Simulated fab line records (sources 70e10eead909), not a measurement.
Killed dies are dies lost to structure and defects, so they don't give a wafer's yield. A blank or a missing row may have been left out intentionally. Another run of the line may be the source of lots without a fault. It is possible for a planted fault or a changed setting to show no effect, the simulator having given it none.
Which of the tools did it? :: flow nand harc :: 12 lots with 36 wafers sampled at 3 steps, on a route of 1159 steps

## WHAT THE GAUGES READ, wafer by wafer
NHARC_P_STI_INSPECT_25. Usual: raw defect count reads 261 (standard deviation 110).
lot: L203
measured: day 3 20:29
on: defect inspect-02
raw defect count: 538 367 276
flag: 

lot: L202
measured: day 3 20:30
on: defect inspect-01
raw defect count: 507 231 320
flag: 

lot: L204
measured: day 4 09:50
on: defect inspect-02
raw defect count: 169 173 286
flag: 

lot: L205
measured: day 4 09:50
on: defect inspect-01
raw defect count: 310 236 265
flag: 

lot: L207
measured: day 4 19:55
on: defect inspect-01
raw defect count: 369 338 227
flag: 

lot: L209
measured: day 5 14:50
on: defect inspect-02
raw defect count: 344 200 277
flag: 

lot: L211
measured: day 5 23:11
on: defect inspect-02
raw defect count: 128 297 132
flag: 

lot: L212
measured: day 6 04:02
on: defect inspect-02
raw defect count: 270 423 252
flag: 

lot: L218
measured: day 7 15:58
on: defect inspect-02
raw defect count: 785 672 741 786 657 754
flag: OFF

lot: L220
measured: day 8 07:29
on: defect inspect-02
raw defect count: 671 721 1011 670 703 996
flag: OFF

lot: L223
measured: day 9 02:50
on: defect inspect-02
raw defect count: 311 282 275
flag: 

lot: L225
measured: day 9 11:57
on: defect inspect-02
raw defect count: 382 193 276
flag: 

NHARC_P_GATE_INSPECT_28. Usual: raw defect count reads 7 (standard deviation 3.1).
lot: L203
measured: day 4 20:14
on: defect inspect-02
raw defect count: 9 7 8
flag: 

lot: L202
measured: day 4 20:25
on: defect inspect-01
raw defect count: 5 8 4
flag: 

lot: L204
measured: day 5 07:46
on: defect inspect-01
raw defect count: 6 7 16
flag: 

lot: L205
measured: day 5 08:37
on: defect inspect-01
raw defect count: 10 6 4
flag: 

lot: L207
measured: day 5 17:52
on: defect inspect-02
raw defect count: 7 12 2
flag: 

lot: L209
measured: day 6 17:46
on: defect inspect-01
raw defect count: 4 5 13
flag: 

lot: L211
measured: day 6 23:14
on: defect inspect-01
raw defect count: 10 8 3
flag: 

lot: L212
measured: day 7 03:30
on: defect inspect-01
raw defect count: 6 8 9
flag: 

lot: L218
measured: day 8 15:53
on: defect inspect-01
raw defect count: 450 454 436 450 461 439
flag: OFF

lot: L220
measured: day 9 08:22
on: defect inspect-01
raw defect count: 509 453 432 498 457 434
flag: OFF

lot: L223
measured: day 10 00:19
on: defect inspect-01
raw defect count: 8 9 11
flag: 

lot: L225
measured: day 10 13:44
on: defect inspect-01
raw defect count: 9 9 6
flag: 

## WHAT TOOL EACH LOT RAN ON (gives the tool, then ch and the chambers of the sampled wafers, and finally the start)
lot: L203
NHARC_P_STI_CMP_21: cmp-01 ch 2,3, day 3 12:03

lot: L202
NHARC_P_STI_CMP_21: cmp-02 ch 1,3, day 3 12:05

lot: L204
NHARC_P_STI_CMP_21: cmp-02 ch 0,1, day 4 01:04

lot: L205
NHARC_P_STI_CMP_21: cmp-03 ch 0,1,2, day 4 01:04

lot: L207
NHARC_P_STI_CMP_21: cmp-03 ch 0,1,3, day 4 10:40

lot: L209
NHARC_P_STI_CMP_21: cmp-02 ch 0,3, day 5 04:29

lot: L211
NHARC_P_STI_CMP_21: cmp-02 ch 1,2,3, day 5 13:20

lot: L212
NHARC_P_STI_CMP_21: cmp-01 ch 0,1,3, day 5 19:32

lot: L218
NHARC_P_STI_CMP_21: cmp-03 ch 0,2,3, day 7 07:34

lot: L220
NHARC_P_STI_CMP_21: cmp-03 ch 1,2, day 7 20:03

lot: L223
NHARC_P_STI_CMP_21: cmp-01 ch 0,3, day 8 18:27

lot: L225
NHARC_P_STI_CMP_21: cmp-01 ch 2,3, day 9 02:10
- NHARC_P_STI_CMP_21: polishes, t overpolish 20 s, target thk 380.67 nm.

## AS READ BY THE TOOLS THEMSELVES (means over the sampled wafers that have a number; for cases with no such wafer, the mark the record gives instead)
NHARC_P_STI_CMP_21. Usual: motor current A 12.2 A, standard deviation 0.98; overpolish run s 20.001 s, standard deviation 0.01.
lot: L203
tool: cmp-01
motor current A (A): 13.1
overpolish run s (s): 20.002
flag: 

lot: L202
tool: cmp-02
motor current A (A): 12.4
overpolish run s (s): 20.000
flag: 

lot: L204
tool: cmp-02
motor current A (A): 11.4
overpolish run s (s): 19.992
flag: 

lot: L205
tool: cmp-03
motor current A (A): 12.9
overpolish run s (s): 20.002
flag: 

lot: L207
tool: cmp-03
motor current A (A): 13.2
overpolish run s (s): 20.007
flag: 

lot: L209
tool: cmp-02
motor current A (A): 11.8
overpolish run s (s): 19.991
flag: 

lot: L211
tool: cmp-02
motor current A (A): 12.1
overpolish run s (s): 20.001
flag: 

lot: L212
tool: cmp-01
motor current A (A): 12.7
overpolish run s (s): 19.990
flag: 

lot: L218
tool: cmp-03
motor current A (A): 13.2
overpolish run s (s): 20.011
flag: 

lot: L220
tool: cmp-03
motor current A (A): 12.3
overpolish run s (s): 19.992
flag: 

lot: L223
tool: cmp-01
motor current A (A): 12.6
overpolish run s (s): 20.001
flag: 

lot: L225
tool: cmp-01
motor current A (A): 12.0
overpolish run s (s): 20.002
flag: 

## THE ANSWER, worked out from the rows above alone
Rule: take the mean of a lot's wafers that have a number; if it is more than 3 standard deviations from the usual mean, the lot is off. A lot without any number at a reading at which 4 lots or more have one is off too. The other lots that the step has rows for count as sound. After the gauges, taken in route order, come the tools' own readings; for these a lot's mean is taken, as printed above. At the first step where some lot is off, the reading lying furthest off is the one used; lots without a number count as furthest.
Off at NHARC_P_STI_INSPECT_25 (raw defect count): L218, L220.
If a tool, at a process step before that reading, ran all the lots that are off and no sound lot after the first of them, it fits. The gauges at NHARC_P_STI_INSPECT_25 aren't tried: what is off there is off at NHARC_P_GATE_INSPECT_28 too, on other tools, and a gauge's error can't cause that. One fits: NHARC_P_STI_CMP_21 on cmp-03. Its last sound lot is L207 (day 4 10:40), its first lot that is off L218 (day 7 07:34): a fault that began between those two fits.

## WHAT THE SIMULATOR HAD INSERTED
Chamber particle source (cmp-03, NHARC_P_STI_CMP_21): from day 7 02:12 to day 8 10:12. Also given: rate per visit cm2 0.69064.
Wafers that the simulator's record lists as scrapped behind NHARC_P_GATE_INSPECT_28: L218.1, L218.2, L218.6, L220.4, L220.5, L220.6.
Lots struck among those shown: L218, L220. Same finding as the rule above.
